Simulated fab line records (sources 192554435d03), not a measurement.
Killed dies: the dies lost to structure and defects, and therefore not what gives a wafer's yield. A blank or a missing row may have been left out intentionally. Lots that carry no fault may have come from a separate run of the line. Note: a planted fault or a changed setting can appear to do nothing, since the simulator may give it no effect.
Split-lot trial :: flow n5-finfet :: 39 wafers read from 7 lots, route of 1938 steps

## ABOUT THE SPLIT
At N5_HKMG_FIN_HK_ALD_01 (deposits HfO2, target thk 1.6 nm, pulse time 3 s, purge time 3 s), the setting ald-cycles was moved away from the recipe's 30 on 15 of the 39 wafers read, by -30.0% to +53.3%. For the rest of the wafers, this setting stayed at what the recipe calls for.

## FROM THE SPLIT TO THE READING: what the file shows between them, 4 steps
- N5_HKMG_FIN_HK_ANNEAL_02: time 30 s
- N5_HKMG_FIN_ALD_74: deposits La2O3, target thk 0.5 nm, pulse time 6 s, co reactant pulse time 1 s
- N5_HKMG_FIN_WET_ETCH_82: etches La2O3 in dHCl, stops on HfO2, target depth 2 nm, rinse time 30 s
- N5_HKMG_FIN_ALD_36: deposits TiN, target thk 1 nm, pulse time 1 s, purge time 3 s

## THE READING
HK_THK, in nm, at N5_HKMG_FIN_THK_MEAS_70 (measures by xrf). Typical for fault-free wafers on this fab line: 1.580 nm, with standard deviation 0.02 nm.

wafer: L076.1
tool, chamber at the split: ald-hk-02, 0,1,0
ald-cycles as run: 30
against the recipe: recipe
HK_THK, nm: 1.566
against lot-mates on the recipe: -

wafer: L076.2
tool, chamber at the split: ald-hk-02, 0,1,0
ald-cycles as run: 30
against the recipe: recipe
HK_THK, nm: 1.566
against lot-mates on the recipe: -

wafer: L076.3
tool, chamber at the split: ald-hk-02, 3,2,1
ald-cycles as run: 21
against the recipe: -30.0%
HK_THK, nm: 1.106
against lot-mates on the recipe: -0.460

wafer: L076.4
tool, chamber at the split: ald-hk-02, 3,2,1
ald-cycles as run: 21
against the recipe: -30.0%
HK_THK, nm: 1.098
against lot-mates on the recipe: -0.468

wafer: L076.5
tool, chamber at the split: ald-hk-02, 3,2,1
ald-cycles as run: 21
against the recipe: -30.0%
HK_THK, nm: 1.075
against lot-mates on the recipe: -0.491

wafer: L076.6
tool, chamber at the split: ald-hk-02, 0,1,0
ald-cycles as run: 30
against the recipe: recipe
HK_THK, nm: 1.566
against lot-mates on the recipe: -

wafer: L078.1
tool, chamber at the split: ald-hk-03, 2,0,3,1,2,1
ald-cycles as run: 30
against the recipe: recipe
HK_THK, nm: 1.582
against lot-mates on the recipe: -

wafer: L078.2
tool, chamber at the split: ald-hk-03, 2,0,3,1,2,1
ald-cycles as run: 30
against the recipe: recipe
HK_THK, nm: 1.588
against lot-mates on the recipe: -

wafer: L078.3
tool, chamber at the split: ald-hk-03, 2,0,3,1,2,1
ald-cycles as run: 30
against the recipe: recipe
HK_THK, nm: 1.572
against lot-mates on the recipe: -

wafer: L078.4
tool, chamber at the split: ald-hk-03, 2,0,3,1,2,1
ald-cycles as run: 30
against the recipe: recipe
HK_THK, nm: 1.576
against lot-mates on the recipe: -

wafer: L078.5
tool, chamber at the split: ald-hk-03, 2,0,3,1,2,1
ald-cycles as run: 30
against the recipe: recipe
HK_THK, nm: 1.589
against lot-mates on the recipe: -

wafer: L078.6
tool, chamber at the split: ald-hk-03, 2,0,3,1,2,1
ald-cycles as run: 30
against the recipe: recipe
HK_THK, nm: 1.577
against lot-mates on the recipe: -

wafer: L074.1
tool, chamber at the split: ald-hk-03, 1,0,2
ald-cycles as run: 36
against the recipe: +20.0%
HK_THK, nm: 1.934
against lot-mates on the recipe: +0.330

wafer: L074.2
tool, chamber at the split: ald-hk-03, 1,0,2
ald-cycles as run: 36
against the recipe: +20.0%
HK_THK, nm: 1.932
against lot-mates on the recipe: +0.328

wafer: L074.3
tool, chamber at the split: ald-hk-03, 1,0,2
ald-cycles as run: 36
against the recipe: +20.0%
HK_THK, nm: 1.913
against lot-mates on the recipe: +0.309

wafer: L074.4
tool, chamber at the split: ald-hk-03, 3,1,0
ald-cycles as run: 30
against the recipe: recipe
HK_THK, nm: 1.593
against lot-mates on the recipe: -

wafer: L074.5
tool, chamber at the split: ald-hk-03, 3,1,0
ald-cycles as run: 30
against the recipe: recipe
HK_THK, nm: 1.598
against lot-mates on the recipe: -

wafer: L074.6
tool, chamber at the split: ald-hk-03, 3,1,0
ald-cycles as run: 30
against the recipe: recipe
HK_THK, nm: 1.622
against lot-mates on the recipe: -

wafer: L081.1
tool, chamber at the split: ald-hk-01, 0,3,1
ald-cycles as run: 30
against the recipe: recipe
HK_THK, nm: 1.531
against lot-mates on the recipe: -

wafer: L081.2
tool, chamber at the split: ald-hk-01, 0,3,1
ald-cycles as run: 30
against the recipe: recipe
HK_THK, nm: 1.596
against lot-mates on the recipe: -

wafer: L081.3
tool, chamber at the split: ald-hk-01, 2,0,3
ald-cycles as run: 37
against the recipe: +23.3%
HK_THK, nm: 1.931
against lot-mates on the recipe: +0.369

wafer: L081.4
tool, chamber at the split: ald-hk-01, 0,3,1
ald-cycles as run: 30
against the recipe: recipe
HK_THK, nm: 1.560
against lot-mates on the recipe: -

wafer: L081.5
tool, chamber at the split: ald-hk-01, 2,0,3
ald-cycles as run: 37
against the recipe: +23.3%
HK_THK, nm: 1.950
against lot-mates on the recipe: +0.388

wafer: L081.6
tool, chamber at the split: ald-hk-01, 2,0,3
ald-cycles as run: 37
against the recipe: +23.3%
HK_THK, nm: 1.975
against lot-mates on the recipe: +0.413

wafer: L083.1
tool, chamber at the split: ald-hk-01, 1,0,0
ald-cycles as run: 46
against the recipe: +53.3%
HK_THK, nm: 2.435
against lot-mates on the recipe: +0.847

wafer: L083.2
tool, chamber at the split: ald-hk-01, 1,0,0
ald-cycles as run: 46
against the recipe: +53.3%
HK_THK, nm: 2.432
against lot-mates on the recipe: +0.844

wafer: L083.3
tool, chamber at the split: ald-hk-01, 2,3,3
ald-cycles as run: 30
against the recipe: recipe
HK_THK, nm: 1.585
against lot-mates on the recipe: -

wafer: L083.4
tool, chamber at the split: ald-hk-01, 2,3,3
ald-cycles as run: 30
against the recipe: recipe
HK_THK, nm: 1.595
against lot-mates on the recipe: -

wafer: L083.5
tool, chamber at the split: ald-hk-01, 1,0,0
ald-cycles as run: 46
against the recipe: +53.3%
HK_THK, nm: 2.427
against lot-mates on the recipe: +0.839

wafer: L083.6
tool, chamber at the split: ald-hk-01, 2,3,3
ald-cycles as run: 30
against the recipe: recipe
HK_THK, nm: 1.583
against lot-mates on the recipe: -

wafer: L084.1
tool, chamber at the split: ald-hk-02, 0,1,3
ald-cycles as run: 30
against the recipe: recipe
HK_THK, nm: 1.578
against lot-mates on the recipe: -

wafer: L084.2
tool, chamber at the split: ald-hk-02, 0,1,3
ald-cycles as run: 30
against the recipe: recipe
HK_THK, nm: 1.561
against lot-mates on the recipe: -

wafer: L084.3
tool, chamber at the split: ald-hk-02, 2,1,0
ald-cycles as run: 46
against the recipe: +53.3%
HK_THK, nm: 2.416
against lot-mates on the recipe: +0.844

wafer: L084.4
tool, chamber at the split: ald-hk-02, 0,1,3
ald-cycles as run: 30
against the recipe: recipe
HK_THK, nm: 1.576
against lot-mates on the recipe: -

wafer: L084.5
tool, chamber at the split: ald-hk-02, 2,1,0
ald-cycles as run: 46
against the recipe: +53.3%
HK_THK, nm: 2.424
against lot-mates on the recipe: +0.852

wafer: L084.6
tool, chamber at the split: ald-hk-02, 2,1,0
ald-cycles as run: 46
against the recipe: +53.3%
HK_THK, nm: 2.426
against lot-mates on the recipe: +0.854

wafer: L092.1
tool, chamber at the split: ald-hk-02, 2,0,0
ald-cycles as run: 30
against the recipe: recipe
HK_THK, nm: 1.597
against lot-mates on the recipe: -

wafer: L092.4
tool, chamber at the split: ald-hk-02, 2,0,0
ald-cycles as run: 30
against the recipe: recipe
HK_THK, nm: 1.581
against lot-mates on the recipe: -

wafer: L092.5
tool, chamber at the split: ald-hk-02, 2,0,0
ald-cycles as run: 30
against the recipe: recipe
HK_THK, nm: 1.574
against lot-mates on the recipe: -
When a row names more than one chamber, that row covers several wafers, and the file does not tell which wafer ran in which chamber.

THE FIT
A straight line over all 39 wafers: HK_THK changes by +0.016 nm for each +1% of ald-cycles; r = +1.00; the points scatter about the line by 0.018 nm.
The same after taking each lot's own level away (the mean of its wafers on the recipe; 39 wafers): +0.0159 nm for each +1%; r = +1.00; scatter 0.013 nm.
On that fit, the largest move of ald-cycles shifts the reading by 0.85 nm.
From 1.5623 to 1.6043 nm: that is the span of the lots' own levels, equal to 2.1 times the standard deviation above.
The two slopes agree, so the slope changes little with the lot-to-lot level.
Check: with one of the wafers moved furthest among these (+53.3%) left out of the fit, the line predicts +0.851 nm for it against its lot-mates. Against them it came out at +0.847 nm.

## ADDITIONAL SPLITS CARRIED BY THESE WAFERS
Note: prior to the reading, these wafers also went through further splits. Each is held against what the fit with the lots' levels taken away leaves over:
other split on the same wafers: N5_ZERO_LAYER_DEVELOP_10 develop-time-s
wafers away from the commonest value: 12
r with HK_THK (lot level and that fit taken away): +0.23

other split on the same wafers: N5_SD_EPI_N_EPI_21 time-s
wafers away from the commonest value: 15
r with HK_THK (lot level and that fit taken away): +0.22

## THE WHOLE CHAIN: every reading that the file lists as answering this split, in the file's order
step: N5_HKMG_FIN_HK_ALD_01
what it does: deposits HfO2, target thk 1.6 nm, pulse time 3 s, purge time 3 s
reading: HfO2_of_HKMG_FIN_HK_ALD_01.thk-nm (the simulator's own value, which no gauge read)
change (the file's fit): +0.0152 nm for each +1% of the setting
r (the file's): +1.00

step: N5_HKMG_FIN_THK_MEAS_70
what it does: measures by xrf
reading: HK_THK
change (the file's fit): +0.0159 for each +1% of the setting
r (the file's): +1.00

## FILE'S OWN FIT
HK_THK changes by +0.0159 nm for each +1% of ald-cycles, r = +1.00.
